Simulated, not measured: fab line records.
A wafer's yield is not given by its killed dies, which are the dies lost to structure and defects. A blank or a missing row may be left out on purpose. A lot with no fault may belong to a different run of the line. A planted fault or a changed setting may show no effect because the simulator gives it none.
Matching of chambers / flow n5-finfet / N5_BEOL_M7_STRIP_67 on rie-diel-02 has 4 sister chambers
The step strips in CF4. 7 wafers are shown with their chamber, then 7 later ones without.

## WAFERS, EACH WITH ITS CHAMBER
wafer=L075.6; chamber=3; drypump-motor-current-A (A)=5.9; showerhead-plenum-p-Torr (Torr)=1.81
wafer=L076.4; chamber=2; drypump-motor-current-A (A)=5.1; showerhead-plenum-p-Torr (Torr)=1.73
wafer=L089.1; chamber=2; drypump-motor-current-A (A)=5.1; showerhead-plenum-p-Torr (Torr)=1.72
wafer=L089.2; chamber=0; drypump-motor-current-A (A)=5.2; showerhead-plenum-p-Torr (Torr)=1.89
wafer=L089.3; chamber=1; drypump-motor-current-A (A)=6.3; showerhead-plenum-p-Torr (Torr)=1.71
wafer=L087.2; chamber=1; drypump-motor-current-A (A)=6.3; showerhead-plenum-p-Torr (Torr)=1.71
wafer=L087.4; chamber=0; drypump-motor-current-A (A)=5.3; showerhead-plenum-p-Torr (Torr)=1.89

## WAFERS WITHOUT THEIR CHAMBER
wafer=L087.6; drypump-motor-current-A (A)=5.9; showerhead-plenum-p-Torr (Torr)=1.80
wafer=L090.2; drypump-motor-current-A (A)=5.3; showerhead-plenum-p-Torr (Torr)=1.88
wafer=L090.3; drypump-motor-current-A (A)=5.0; showerhead-plenum-p-Torr (Torr)=1.72
wafer=L090.4; drypump-motor-current-A (A)=5.2; showerhead-plenum-p-Torr (Torr)=1.88
wafer=L097.2; drypump-motor-current-A (A)=6.2; showerhead-plenum-p-Torr (Torr)=1.71
wafer=L097.3; drypump-motor-current-A (A)=5.3; showerhead-plenum-p-Torr (Torr)=1.88
wafer=L097.5; drypump-motor-current-A (A)=5.9; showerhead-plenum-p-Torr (Torr)=1.80

## CHAMBER TAKEN BY EACH
wafer=L087.6; from the rows above=3; in truth=3
wafer=L090.2; from the rows above=0; in truth=0
wafer=L090.3; from the rows above=2; in truth=2
wafer=L090.4; from the rows above=0; in truth=0
wafer=L097.2; from the rows above=1; in truth=1
wafer=L097.3; from the rows above=0; in truth=0
wafer=L097.5; from the rows above=3; in truth=3
Correctly placed: 7 of 7. From these rows, 0 cannot be placed. Number placed wrongly: 0.
How it was worked out, from the rows above alone: a wafer's distance from a chamber is the root of the sum, over the readings, of the square of ((its reading less the chamber's mean) divided by the reading's scatter). If the next closest chamber is less than 2 further off than the closest, the wafer can't be placed; otherwise it belongs to the closest. For every chamber, the mean is computed from those of its wafers that are shown. How the scatter is found: for the shown wafers, subtract from each reading the mean of its chamber, square and add these, divide the total by (wafers less chambers), then take the root.
